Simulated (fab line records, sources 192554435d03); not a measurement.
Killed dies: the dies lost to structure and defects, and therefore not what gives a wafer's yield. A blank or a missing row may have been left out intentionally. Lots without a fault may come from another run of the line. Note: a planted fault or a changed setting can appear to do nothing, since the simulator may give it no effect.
Lot-split experiment -- flow n5Finfet -- 21 wafers read from 7 lots, route of 1938 steps

ON THE SPLIT
At N5_BEOL_M15_PEB_26 (peb time 90 s), the setting pebTempC was moved away from the recipe's 130 C on 8 of the 21 wafers read, by -1.2% to +1.6%. The other wafers ran this setting at the recipe's value.

FROM THE SPLIT TO THE READING: what the file shows between them, 2 steps
- N5_BEOL_M15_DEVELOP_27: develop time 45 s
- N5_BEOL_M15_HARDBAKE_32: time 120 s

THE READING
cdNm, in nm, at N5_BEOL_M15_CD_MEAS_28 (target cd 407.6 nm). On this fab line, fault-free wafers typically give 409.2 nm with a standard deviation of 1.6 nm.

wafer,"tool, chamber at the split","pebTempC as run, C",against the recipe,"cdNm, nm",against lot-mates on the recipe
L074.1,"lithoTrack-05, 0",131.1,+0.8%,413.9,+4.9
L074.3,"lithoTrack-05, 0",130,recipe,409.0,-
L074.6,"lithoTrack-05, 0",131.1,+0.8%,412.2,+3.2
L080.1,"lithoTrack-04, 0",131.5,+1.2%,413.4,+4.2
L080.2,"lithoTrack-04, 0",130,recipe,408.7,-
L080.6,"lithoTrack-04, 0",130,recipe,409.7,-
L087.2,"lithoTrack-04, 0",132.1,+1.6%,413.7,+4.4
L087.4,"lithoTrack-04, 0",132.1,+1.6%,415.7,+6.4
L087.5,"lithoTrack-04, 0",130,recipe,409.3,-
L090.1,"lithoTrack-04, 0",130,recipe,406.8,-
L090.3,"lithoTrack-04, 0",130,recipe,407.2,-
L090.6,"lithoTrack-04, 0",130,recipe,407.1,-
L088.2,"lithoTrack-05, 0",130,recipe,408.7,-
L088.5,"lithoTrack-05, 0",130,recipe,408.5,-
L088.6,"lithoTrack-05, 0",130,recipe,408.9,-
L095.3,"lithoTrack-02, 0",130,recipe,408.1,-
L095.4,"lithoTrack-02, 0",130,recipe,408.6,-
L095.6,"lithoTrack-02, 0",128.6,-1.1%,402.8,-5.6
L093.1,"lithoTrack-04, 0",130,recipe,409.1,-
L093.4,"lithoTrack-04, 0",128.5,-1.2%,400.1,-9.0
L093.6,"lithoTrack-04, 0",128.5,-1.2%,403.5,-5.6

FIT RESULTS
A straight line over all 21 wafers: cdNm changes by +4.73 nm for each +1% of pebTempC; r = +0.95; the points scatter about the line by 1.2 nm.
The same after taking each lot's own level away (the mean of its wafers on the recipe; 21 wafers): +4.5 nm for each +1%; r = +0.95; scatter 1.1 nm.
The reading moves by 7.3 nm for the largest change in pebTempC, on that fit.
The span of the lots' own levels, 407.03 to 409.30 nm, comes to 1.4 times the standard deviation stated above.
The two slopes agree, so the slope changes little with the lot-to-lot level.
Check: for one of the wafers moved furthest among these (+1.6%), held out of the fit, the line's prediction against its lot-mates is +7.61 nm. It came out at +4.4 nm against them.

THESE WAFERS: OTHER SPLITS
Other splits were also applied to these wafers ahead of the reading. Each is held against what the fit with the lots' levels taken away leaves over:
other split on the same wafers,wafers away from the commonest value,r with cdNm (lot level and that fit taken away)
N5_BEOL_M13_EXPOSE_25 doseMj,9,-0.01
N5_BEOL_M13_DESCUM_33 timeS,7,-0.17
N5_BEOL_M14_TRENCH_ETCH_34 timeS,5,-0.41
N5_BEOL_M14_SPUTTER_45 timeS,6,-0.24

THE WHOLE CHAIN: every reading that the file lists as answering this split, in the file's order
step,what it does,reading,change (the file's fit),r (the file's)
N5_BEOL_M15_CD_MEAS_28,target cd 407.6 nm,cdNm,+4.41 nm for each +1% of the setting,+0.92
N5_BEOL_M15_DESCUM_33,"chemistry O2, time 7.9 s","BEOL_M15.cdNm (the simulator's own value, which no gauge read)",+4.45 nm for each +1% of the setting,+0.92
N5_BEOL_M15_ETCH_61,"etches BARC in N2/H2, target depth 89 nm, overetch 26.7 nm, time 67.9 s","BEOL_M15.cdNm (the simulator's own value, which no gauge read)",+4.25 nm for each +1% of the setting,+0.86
N5_BEOL_M15_TRENCH_ETCH_34,"etches SiO2 in C4F8/O2/Ar, target depth 872.93 nm, time 199 s","BEOL_M15.cdNm (the simulator's own value, which no gauge read)",+4.02 nm for each +1% of the setting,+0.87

FILE'S OWN FIT
cdNm changes by +4.41 nm for each +1% of pebTempC, r = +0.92.
